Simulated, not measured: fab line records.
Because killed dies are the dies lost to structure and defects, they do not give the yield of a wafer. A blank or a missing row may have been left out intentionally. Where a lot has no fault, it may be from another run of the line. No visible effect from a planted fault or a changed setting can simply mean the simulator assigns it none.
fab line records | flow n5Finfet
record: lots: 6 wafers: 18 lastDay: 18
route steps=1938 shown SD_EPI_P@298 PASSIVATION@1936
lots with no fault: from the same line, run without faults
startH: hours from the record's opening day to when the first of the lot's shown wafers began | waitH: hours elapsed since this lot's preceding step | " the same as in the row above | L1.1+2: a row that stands for several wafers | - no value present, or no start provided | * or withheld: withheld | < > ~ a bound
route shown NAME@n: names a module that has steps shown in the file, with the first one's number in the route | usual: the fault-free wafers' mean and standard deviation | same: alike in all rows | chamber/n: place in a boat | sites: per-site readings | _std_site: standard deviation of those values | _edge_site: the outer-site mean with the inner-site mean subtracted | radiusMm: for every site, how far away it sits from the centre of the wafer | mask NAME#n: copy n | behind: tool/chamber where the wafer was last shaped | hold: cause of the lot's hold/its duration in hours/its outcome | device: whichever transistor did not switch (one of n, p or np) | end of line: the tests these same wafers got at the end of their route | a step without rows: its recipe alone | killed: count of dies lost to structure and defects at first sort (not the wafer's yield) | map: per-die view of a wafer (x killed, . not killed, _ where there is no die)
set.NAME: the setting that was run; set.NAME@STEP: the one run at that earlier step | model.NAME: the simulator's own value behind a step, which no gauge read
lots at selected steps of the route; one table per step, one row per wafer
services: the hour from which a tool's chamber was out of use, counted from the record's first day as startH (under 0 if before that day), plus the number of hours and why
== steps ==
step: N5_SD_EPI_P_EBR_05
recipe: solvent: PGMEA ebrWidthMm: 1.5
step: N5_SD_EPI_P_SOFTBAKE_04
recipe: tempC: 110 timeS: 60 resist: CAR-ArF-block
step: N5_SD_EPI_P_EXPOSE_06
recipe: maskId: SD_P_BLK na: 1.35 sourceShape: conventional sigmaOuter: 0.8 polarization: unpolarized targetCdNm: 240 doseMj: 39.5
step: N5_SD_EPI_P_PEB_07
recipe: pebTempC: 110 pebTimeS: 60 resist: CAR-ArF-block
step: N5_SD_EPI_P_DEVELOP_08
recipe: developTimeS: 30 developer: TMAH resist: CAR-ArF-block devTempC: 23 rinseLiquid: diw dry: airSpin
step: N5_SD_EPI_P_CD_MEAS_09
recipe: targetCdNm: 240 landingEnergyEv: 500 detector: seInlens
usual: cdNm: 240.5/0.98
columns lot.wafer tool chamber startH waitH cdNm
L199.1 cdSem-02 0 62.31 - 241.7
L199.4 " 0 " " 239.8
L199.5 " 0 " " 239.8
L207.2 cdSem-01 0 109.55 - 241.5
L207.3 " 0 " " 240.9
L207.4 " 0 " " 240.5
L214.1 cdSem-03 0 150.10 - 239.3
L214.2 " 0 " " 240.9
L214.5 " 0 " " 241.5
L216.3 cdSem-01 0 162.72 - 239.7
L216.4 " 0 " " 240.8
L216.6 " 0 " " 240.3
L217.1 cdSem-01 0 167.05 - 239.7
L217.2 " 0 " " 238.5
L217.4 " 0 " " 238.9
L221.1 cdSem-03 0 193.88 - 239.7
L221.4 " 0 " " 240.3
L221.5 " 0 " " 240.3
step: N5_SD_EPI_P_OVL_MEAS_10
recipe: pointsPerWafer: 44
usual: SD_P_BLK_OVL: -0.1/0.67
same: pointsPerWafer: 44
columns lot.wafer tool chamber startH waitH SD_P_BLK_OVL[nm]
L199.1 overlay-02 0 62.34 0.0 -0.4
L199.4 " 0 " " -0.3
L199.5 " 0 " " 0.9
L207.2 overlay-02 0 109.58 0.0 0.3
L207.3 " 0 " " 1.1
L207.4 " 0 " " 0.4
L214.1 overlay-01 0 150.13 0.0 -0.6
L214.2 " 0 " " 0.0
L214.5 " 0 " " -0.1
L216.3 overlay-02 0 162.75 0.0 -1.0
L216.4 " 0 " " 0.0
L216.6 " 0 " " -0.9
L217.1 overlay-02 0 167.08 0.0 1.1
L217.2 " 0 " " 0.3
L217.4 " 0 " " -0.4
L221.1 overlay-01 0 193.91 0.0 0.2
L221.4 " 0 " " 1.0
L221.5 " 0 " " 0.3
step: N5_SD_EPI_P_INSPECT_11
recipe: mode: adi inspectInstrument: macro
usual: rawDefectCount: 2/1.4
columns lot.wafer tool chamber startH waitH rawDefectCount
L199.1 defectInspect-01 - 62.36 0.0 3
L199.4 " - " " 3
L199.5 " - " " 2
L207.2 defectInspect-02 - 109.60 0.0 0
L207.3 " - " " 2
L207.4 " - " " 1
L214.1 defectInspect-01 - 150.15 0.0 0
L214.2 " - " " 1
L214.5 " - " " 1
L216.3 defectInspect-01 - 162.78 0.0 3
L216.4 " - " " 1
L216.6 " - " " 2
L217.1 defectInspect-02 - 167.11 0.0 6
L217.2 " - " " 2
L217.4 " - " " 2
L221.1 defectInspect-02 - 193.94 0.0 2
L221.4 " - " " 2
L221.5 " - " " 2
step: N5_SD_EPI_P_DESCUM_14
recipe: chemistry: O2 timeS: 7.9 sourcePowerW: 50 biasPowerW: 20 pressureMtorr: 20 rfFrequencyHz: 2.712e+07 tempC: 40 resist: CAR-ArF-block o2FlowSccm: 225
usual: drypumpMotorCurrentA: 5.9/0.5 oesProductAu: 0.82/0.089 rfVppV: 243.5/1.3 showerheadPlenumPTorr: 2.11/0.061 tempC: 40.01/0.11 throttleValvePct: 20.31/0.14
columns lot.wafer tool chamber startH waitH drypumpMotorCurrentA oesProductAu rfHoursCounterH rfVppV showerheadPlenumPTorr tempC throttleValvePct
L199.1 rieDiel-03 0 62.39 0.0 6.1 0.91 27 243.8 2.12 40.01 20.34
L199.4 " 1 " " 6.6 0.80 - 243.8 2.08 39.98 20.25
L199.5 " 2 " " 5.8 0.83 - 242.9 2.12 40.13 20.17
L207.2 rieDiel-03 0 109.64 0.0 6.0 0.87 40 244.0 2.11 39.88 20.36
L207.3 " 3 " " 6.5 0.95 9 244.9 2.23 39.89 20.27
L207.4 " 1 " " 6.6 0.78 135 242.6 2.07 39.81 20.27
L214.1 rieDiel-03 2 150.19 0.0 5.8 0.79 98 243.5 2.11 40.23 20.21
L214.2 " 3 " " 6.5 0.92 21 246.3 2.23 39.93 20.29
L214.5 " 2 " " 5.8 0.79 - 243.7 2.11 40.20 20.23
L216.3 rieDiel-03 1 162.81 0.0 6.6 0.77 150 242.5 2.07 40.19 20.31
L216.4 " 2 " " 5.8 0.79 103 243.0 2.11 39.93 20.22
L216.6 " 0 " " 6.1 0.85 - 242.3 2.11 39.88 20.38
L217.1 rieDiel-05 2 167.14 0.0 5.0 0.84 65 242.9 2.03 40.16 20.37
L217.2 " 1 " " 5.9 0.66 244 243.7 2.15 40.07 20.31
L217.4 " 0 " " 5.1 0.71 184 240.6 2.01 40.04 20.44
L221.1 rieDiel-01 3 195.27 1.3 6.0 0.84 54 243.1 2.12 40.14 20.30
L221.4 " 0 " " 5.5 0.90 29 243.6 2.04 40.12 20.11
L221.5 " 3 " " 6.0 0.85 - 242.8 2.12 39.89 20.33
step: N5_SD_EPI_P_ETCH_36
recipe: chemistry: CF4 target: SiARC targetDepthA: 455 maskMaterial: CAR-ArF-block timeS: 75.8 ionEnergyEv: 80 pressureMtorr: 40 sourceW: 545 biasW: 36 Ar_flow_sccm: 100 cf4FlowSccm: 100 ends: cleared
usual: drypumpMotorCurrentA: 5.9/0.5 etchRfOnTimeS: 76.7/2.3 oesProductAu: 0.70/0.078 rfVppV: 184.2/1.1 showerheadPlenumPTorr: 2.15/0.061 throttleValvePct: 15.47/0.17
columns lot.wafer tool chamber startH waitH drypumpMotorCurrentA etchRfOnTimeS oesProductAu rfHoursCounterH rfVppV showerheadPlenumPTorr throttleValvePct
L199.1 rieDiel-03 0 62.43 0.0 6.0 73.8 0.76 27 183.7 2.16 15.41
L199.4 " 1 " " 6.6 77.1 0.67 - 185.8 2.14 15.58
L199.5 " 2 " " 5.8 77.9 0.69 - 184.7 2.16 15.41
L207.2 rieDiel-03 0 109.67 0.0 6.0 74.2 0.75 40 184.0 2.16 15.45
L207.3 " 3 " " 6.5 77.0 0.80 9 184.3 2.27 15.25
L207.4 " 1 " " 6.6 77.3 0.66 135 184.1 2.13 15.62
L214.1 rieDiel-03 2 150.22 0.0 5.8 77.7 0.67 98 185.7 2.15 15.45
L214.2 " 3 " " 6.5 76.3 0.78 21 186.4 2.27 15.26
L214.5 " 2 " " 5.8 77.4 0.67 - 183.0 2.15 15.46
L216.3 rieDiel-03 1 162.84 0.0 6.6 76.6 0.66 150 184.9 2.13 15.64
L216.4 " 2 " " 5.8 77.6 0.67 103 185.5 2.15 15.47
L216.6 " 0 " " 6.1 73.7 0.73 - 183.8 2.15 15.46
L217.1 rieDiel-05 2 167.18 0.0 5.0 78.3 0.71 65 184.1 2.07 15.48
L217.2 " 1 " " 6.0 82.8 0.55 244 185.5 2.19 15.57
L217.4 " 0 " " 5.1 78.0 0.60 184 182.0 2.04 15.53
L221.1 rieDiel-01 3 195.30 0.0 6.0 74.5 0.74 54 183.4 2.19 15.56
L221.4 " 0 " " 5.5 70.8 0.78 29 182.2 2.09 15.27
L221.5 " 3 " " 6.1 74.3 0.74 - 184.9 2.19 15.57
step: N5_SD_EPI_P_ETCH_37
recipe: chemistry: N2/H2 target: SOC overetchA: 1080 maskMaterial: SiARC tempC: 40 ionEnergyEv: 100 sourceW: 3000 biasW: 133 pressureMtorr: 20 timeS: 486 n2FlowSccm: 200 h2FlowSccm: 200 ends: endPoint
usual: drypumpMotorCurrentA: 5.9/0.5 oesProductAu: 0.73/0.076 rfVppV: 241.0/1.3 showerheadPlenumPTorr: 2.55/0.076 tempC: 40.00/0.12 throttleValvePct: 23.7/0.36
columns lot.wafer tool chamber startH waitH drypumpMotorCurrentA oesProductAu rfHoursCounterH rfVppV showerheadPlenumPTorr tempC throttleValvePct
L199.1 rieDiel-03 0 62.49 0.0 6.0 0.79 27 242.3 2.59 40.20 24.4
L199.4 " 1 " " 6.6 0.71 - 239.4 2.53 40.30 23.5
L199.5 " 2 " " 5.8 0.74 - 241.0 2.58 39.99 23.3
L207.2 rieDiel-03 0 109.73 0.0 6.1 0.77 40 241.1 2.59 40.05 24.4
L207.3 " 3 " " 6.5 0.84 10 242.8 2.70 40.08 23.7
L207.4 " 1 " " 6.6 0.70 135 242.6 2.53 40.05 23.5
L214.1 rieDiel-03 2 150.28 0.0 5.8 0.71 98 241.5 2.57 39.69 23.3
L214.2 " 3 " " 6.5 0.82 21 244.3 2.70 39.77 23.8
L214.5 " 2 " " 5.8 0.71 - 240.7 2.57 39.72 23.4
L216.3 rieDiel-03 1 162.90 0.0 6.6 0.70 150 242.0 2.52 39.78 23.5
L216.4 " 2 " " 5.8 0.71 103 241.6 2.57 39.89 23.4
L216.6 " 0 " " 6.0 0.75 - 240.7 2.58 40.10 24.4
L217.1 rieDiel-05 2 167.23 0.0 5.1 0.77 65 239.6 2.45 39.97 23.8
L217.2 " 1 " " 5.9 0.61 244 242.5 2.59 40.07 23.4
L217.4 " 0 " " 5.1 0.65 184 238.8 2.44 39.74 23.9
L221.1 rieDiel-01 3 195.36 0.0 6.0 0.76 54 241.5 2.57 39.88 23.7
L221.4 " 0 " " 5.5 0.79 29 239.8 2.46 39.88 23.6
L221.5 " 3 " " 6.1 0.77 - 240.0 2.57 39.80 23.7
step: N5_SD_EPI_P_STRIP_38
recipe: chemistry: N2/H2 tempC: 40 n2FlowSccm: 200 h2FlowSccm: 200 rfFrequencyHz: 6e+07
step: N5_SD_EPI_P_ETCHBACK_46
recipe: chemistry: CH3F/O2 mode: anisotropicEtchback target: SiNx targetDepthA: 175 stopOn: SiO2 overEtchFrac: 0.3 ionEnergyEv: 120 pressureMtorr: 30 sourceW: 395 biasW: 73 Ar_flow_sccm: 150 CH3F_flow_sccm: 30 O2_flow_sccm: 20
usual: drypumpMotorCurrentA: 5.9/0.5 oes_o_777_au: 0.81/0.092 oesProductAu: 0.70/0.073 rfVppV: 298/9.8 showerheadPlenumPTorr: 2.02/0.065 throttleValvePct: 16.25/0.14
columns lot.wafer tool chamber startH waitH drypumpMotorCurrentA oes_o_777_au oesProductAu rfHoursCounterH rfVppV showerheadPlenumPTorr throttleValvePct model.SiARC_of_SD_EPI_P_COAT_35.thkNm
L199.1 rieDiel-03 0 62.81 0.0 6.0 0.87 0.76 27 310 2.02 16.18 14
L199.4 " 1 " " 6.6 0.78 0.68 - 305 1.98 16.23 15.2
L199.5 " 2 " " 5.8 0.82 0.70 - 291 2.03 16.21 15.6
L207.2 rieDiel-03 0 110.05 0.0 6.0 0.85 0.74 40 310 2.02 16.20 14.6
L207.3 " 3 " " 6.5 0.97 0.80 10 292 2.15 16.14 15.6
L207.4 " 1 " " 6.6 0.77 0.67 135 305 1.98 16.25 15.4
L214.1 rieDiel-03 2 150.60 0.0 5.8 0.79 0.68 99 292 2.03 16.26 14.4
L214.2 " 3 " " 6.5 0.93 0.78 21 292 2.14 16.16 14
L214.5 " 2 " " 5.7 0.80 0.68 - 292 2.03 16.26 14.4
L216.3 rieDiel-03 1 163.23 0.0 6.6 0.76 0.66 150 307 1.98 16.29 13.8
L216.4 " 2 " " 5.8 0.79 0.68 103 292 2.02 16.25 14.2
L216.6 " 0 " " 6.1 0.83 0.72 - 309 2.01 16.23 12.8
L217.1 rieDiel-05 2 167.56 0.0 5.0 0.81 0.73 65 302 1.93 16.21 15.4
L217.2 " 1 " " 6.0 0.64 0.57 245 299 2.05 16.35 16.8
L217.4 " 0 " " 5.1 0.75 0.62 184 276 1.91 16.26 16.2
L221.1 rieDiel-01 3 195.68 0.0 6.0 0.85 0.72 54 282 2.06 16.38 15.4
L221.4 " 0 " " 5.5 0.89 0.76 30 302 1.97 16.14 13.6
L221.5 " 3 " " 6.0 0.85 0.73 - 283 2.06 16.38 15.4
step: N5_SD_EPI_P_ETCH_47
recipe: chemistry: CH3F/O2 target: SiOCN targetDepthA: 250 maskMaterial: SOC ionEnergyEv: 60 biasW: 29 pressureMtorr: 30 sourceW: 410 Ar_flow_sccm: 150 CH3F_flow_sccm: 30 O2_flow_sccm: 20
usual: drypumpMotorCurrentA: 5.9/0.5 oes_o_777_au: 0.81/0.092 oesProductAu: 0.82/0.091 rfVppV: 128/4.1 showerheadPlenumPTorr: 2.02/0.065 throttleValvePct: 16.23/0.15
columns lot.wafer tool chamber startH waitH drypumpMotorCurrentA oes_o_777_au oesProductAu rfHoursCounterH rfVppV showerheadPlenumPTorr throttleValvePct
L199.1 rieDiel-03 0 62.91 0.1 6.0 0.87 0.91 27 132 2.02 16.15
L199.4 " 1 " " 6.6 0.78 0.80 - 131 1.98 16.21
L199.5 " 2 " " 5.7 0.83 0.81 - 124 2.03 16.18
L207.2 rieDiel-03 0 110.15 0.1 6.0 0.85 0.88 40 133 2.02 16.18
L207.3 " 3 " " 6.6 0.97 0.94 10 126 2.15 16.13
L207.4 " 1 " " 6.6 0.77 0.78 135 131 1.98 16.25
L214.1 rieDiel-03 2 150.70 0.1 5.8 0.80 0.79 99 126 2.03 16.25
L214.2 " 3 " " 6.6 0.93 0.91 21 125 2.14 16.11
L214.5 " 2 " " 5.8 0.79 0.79 - 125 2.03 16.22
L216.3 rieDiel-03 1 163.33 0.1 6.6 0.76 0.77 150 131 1.97 16.28
L216.4 " 2 " " 5.8 0.79 0.78 103 125 2.02 16.22
L216.6 " 0 " " 6.0 0.83 0.86 - 133 2.01 16.20
L217.1 rieDiel-05 2 167.66 0.1 5.0 0.80 0.84 65 130 1.93 16.17
L217.2 " 1 " " 5.9 0.64 0.65 245 127 2.05 16.31
L217.4 " 0 " " 5.1 0.75 0.71 184 120 1.91 16.23
L221.1 rieDiel-01 3 195.78 0.1 6.1 0.85 0.85 54 122 2.06 16.37
L221.4 " 0 " " 5.5 0.90 0.91 30 129 1.97 16.11
L221.5 " 3 " " 6.0 0.86 0.85 - 123 2.06 16.36
step: N5_SD_EPI_P_ETCH_16
recipe: chemistry: CHF3/O2 target: SiO2 targetDepthA: 50 maskMaterial: SOC pressureMtorr: 30 sourceW: 650 biasW: 170 Ar_flow_sccm: 200 CHF3_flow_sccm: 50 O2_flow_sccm: 5 ionEnergyEv: 200
usual: drypumpMotorCurrentA: 5.9/0.5 oes_o_777_au: 0.82/0.085 oesProductAu: 0.82/0.09 rfVppV: 525/18 showerheadPlenumPTorr: 2.43/0.077 throttleValvePct: 18.81/0.14
columns lot.wafer tool chamber startH waitH drypumpMotorCurrentA oes_o_777_au oesProductAu rfHoursCounterH rfVppV showerheadPlenumPTorr throttleValvePct model.SiARC_of_SD_EPI_P_COAT_35.thkNm
L199.1 rieDiel-03 0 63.01 0.1 6.0 0.87 0.91 27 545 2.43 18.78 10.2
L199.4 " 1 " " 6.6 0.77 0.79 - 539 2.40 18.80 11.6
L199.5 " 2 " " 5.8 0.84 0.82 - 513 2.45 18.73 12
L207.2 rieDiel-03 0 110.25 0.1 6.0 0.85 0.88 40 546 2.43 18.80 10.8
L207.3 " 3 " " 6.5 0.94 0.93 10 514 2.59 18.77 12
L207.4 " 1 " " 6.6 0.75 0.78 135 538 2.39 18.83 11.8
L214.1 rieDiel-03 2 150.80 0.1 5.8 0.81 0.77 99 513 2.44 18.77 11
L214.2 " 3 " " 6.5 0.91 0.91 21 515 2.58 18.81 10.4
L214.5 " 2 " " 5.8 0.81 0.78 - 513 2.44 18.75 11
L216.3 rieDiel-03 1 163.43 0.1 6.6 0.74 0.77 150 537 2.39 18.87 10.2
L216.4 " 2 " " 5.8 0.80 0.78 103 514 2.43 18.80 10.6
L216.6 " 0 " " 6.0 0.82 0.86 - 545 2.42 18.81 9
L217.1 rieDiel-05 2 167.76 0.1 5.0 0.83 0.85 65 533 2.32 18.76 12
L217.2 " 1 " " 6.0 0.67 0.65 245 525 2.47 18.80 13.4
L217.4 " 0 " " 5.1 0.75 0.71 184 486 2.30 18.77 12.8
L221.1 rieDiel-01 3 195.88 0.1 6.1 0.86 0.85 55 497 2.47 18.94 11.8
L221.4 " 0 " " 5.5 0.88 0.91 30 532 2.38 18.75 9.8
L221.5 " 3 " " 6.0 0.87 0.86 - 497 2.47 18.95 11.8
step: N5_SD_EPI_P_STRIP_50
recipe: chemistry: CHF3/O2 resist: SiARC rfFrequencyHz: 6e+07
step: N5_PASSIVATION_PROBE_49
usual: killed_at_M0_to_M3: 32/11 killed_at_M4_up: 12/4.4 killedAtContacts: 13/6.1 killedAtFrontEnd: 39/12 killedAtOther: 3.9/3 killedDies: 100/17 killedOpen: 66/12 killedShort: 33/7.4
same: grossDies: 1180 killedAtBackSide: 0
columns lot.wafer tool chamber startH waitH killed_at_M0_to_M3 killed_at_M4_up killedAtContacts killedAtFrontEnd killedAtOther killedDies killedOpen killedShort
L199.1 prober-01 - 293.25 0.0 52 6 14 22 4 98 68 29
L199.4 prober-01 - 293.40 0.2 45 11 8 34 3 101 80 21
L199.5 prober-01 - 293.45 0.2 52 6 6 28 7 99 69 30
L214.1 prober-01 - 392.11 0.0 32 14 19 27 2 94 57 37
L214.2 prober-01 - 392.16 0.1 43 9 16 21 2 91 56 34
L214.5 prober-01 - 392.31 0.2 22 17 13 35 4 91 57 33
killed by level:class
L199.1 BEOL_M2:geometricParticle:open=24 MOL_CONTACT_COAG:geometricParticle:open=10 DUMMY_GATE:geometricParticle:open=6 BEOL_M3:geometricParticle:open=6 BEOL_M3:geometricParticle:short=6 MOL_CONTACT_COAG:geometricParticle:short=4 BEOL_M1:geometricParticle:short=4 STARTING-WAFER:geometricParticle:open=4
L199.4 BEOL_M2:geometricParticle:open=16 BEOL_M3:geometricParticle:open=15 FIN_SAQP:geometricParticle:open=7 MOL_CONTACT_COAG:geometricParticle:open=6 BEOL_M4:geometricParticle:open=6 STI_FIN_REVEAL:geometricParticle:open=5 DUMMY_GATE:geometricParticle:open=5 BEOL_M1:geometricParticle:open=4
L199.5 BEOL_M2:geometricParticle:open=12 BEOL_M0_SAQP:geometricParticle:open=11 BEOL_M3:geometricParticle:open=11 BEOL_M0_SAQP:geometricParticle:short=10 DUMMY_GATE:geometricParticle:open=8 MOL_CONTACT_COAG:geometricParticle:open=5 FIN_SAQP:geometricParticle:short=4 PAD_METAL:geometricParticle:open=4
L214.1 MOL_CONTACT_COAG:geometricParticle:open=14 BEOL_M0_SAQP:geometricParticle:short=8 GATE_CUT:geometricParticle:short=6 BEOL_M2:geometricParticle:open=6 BEOL_M4:geometricParticle:open=6 MOL_CONTACT_COAG:geometricParticle:short=5 STI_FIN_REVEAL:geometricParticle:open=4 GATE_CUT:geometricParticle:open=4
L214.2 MOL_CONTACT_COAG:geometricParticle:open=12 BEOL_M1:geometricParticle:open=11 BEOL_M0_SAQP:geometricParticle:short=8 BEOL_M0_SAQP:geometricParticle:open=8 GATE_CUT:geometricParticle:open=6 BEOL_M5:geometricParticle:open=5 BEOL_M3:geometricParticle:open=5 DUMMY_GATE:geometricParticle:open=4
L214.5 MOL_CONTACT_COAG:geometricParticle:open=10 BEOL_M4:geometricParticle:open=10 GATE_CUT:geometricParticle:short=8 FIN_SAQP:geometricParticle:short=6 BEOL_M3:geometricParticle:open=6 BEOL_M0_SAQP:geometricParticle:short=6 STI_FIN_REVEAL:geometricParticle:open=5 GATE_CUT:geometricParticle:open=5
== services ==
columns tool chamber startH hours kind
rieDiel-03 3 45.74 - clean
rieDiel-03 3 45.74 - consumableReplace:focusRing
rieDiel-03 3 45.74 - consumableReplace:showerhead
rieDiel-03 3 45.74 30.3 scheduledDown
rieDiel-03 3 45.74 30.3 ventCycle
rieDiel-01 1 50.43 1.8 repair
rieDiel-01 0 50.97 8.6 repair
rieDiel-05 2 52.48 3.9 repair
rieDiel-01 1 59.75 - clean
rieDiel-01 1 59.75 - consumableReplace:focusRing
rieDiel-01 1 59.75 28.1 scheduledDown
rieDiel-01 1 59.75 28.1 ventCycle
rieDiel-01 2 76.26 18.7 repair
rieDiel-05 3 77.89 10.9 repair
rieDiel-03 0 77.97 4.1 repair
rieDiel-01 3 87.47 5.0 repair
rieDiel-01 0 94.99 - clean
rieDiel-01 0 94.99 - consumableReplace:focusRing
rieDiel-01 - 116.47 2.8 pm
rieDiel-05 0 118.41 3.1 repair
rieDiel-03 - 134.45 2.8 pm
rieDiel-05 - 139.00 2.8 pm
rieDiel-05 3 158.44 5.2 repair
rieDiel-05 - 183.76 15.6 pm
== key ==
firstSign none at tools or gauges
modelEffect: step: N5_SD_EPI_P_ETCHBACK_46 value: SiARC_of_SD_EPI_P_COAT_35.thkNm without: 15.37 struck: 13.93
modelEffect: step: N5_SD_EPI_P_ETCH_16 value: SiARC_of_SD_EPI_P_COAT_35.thkNm without: 11.83 struck: 10.37
metAt N5_SD_EPI_P_ETCHBACK_46
struckWafers L214.1,L214.2,L214.5,L216.3,L216.4,L216.6
testerLeftOut L214,L216
onsetBetween 110.05 150.60
alsoFits N5_SD_EPI_P_DESCUM_14:rieDiel-03,N5_SD_EPI_P_ETCH_36:rieDiel-03,N5_SD_EPI_P_ETCH_37:rieDiel-03
fault: kind: processParameterDrift tool: rieDiel-03 chamber: - onsetH: 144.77 steps: N5_SD_EPI_P_ETCHBACK_46 channel: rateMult offset: 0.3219 shape: step endH: 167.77
testerLeftOut: of these lots the tester's yield and bins aren't shown, on N5 and GAA mostly nor the transistor test; their killed dies are dies lost to structure and defects alone, not to doping, threshold or leakage, so they don't give the yield
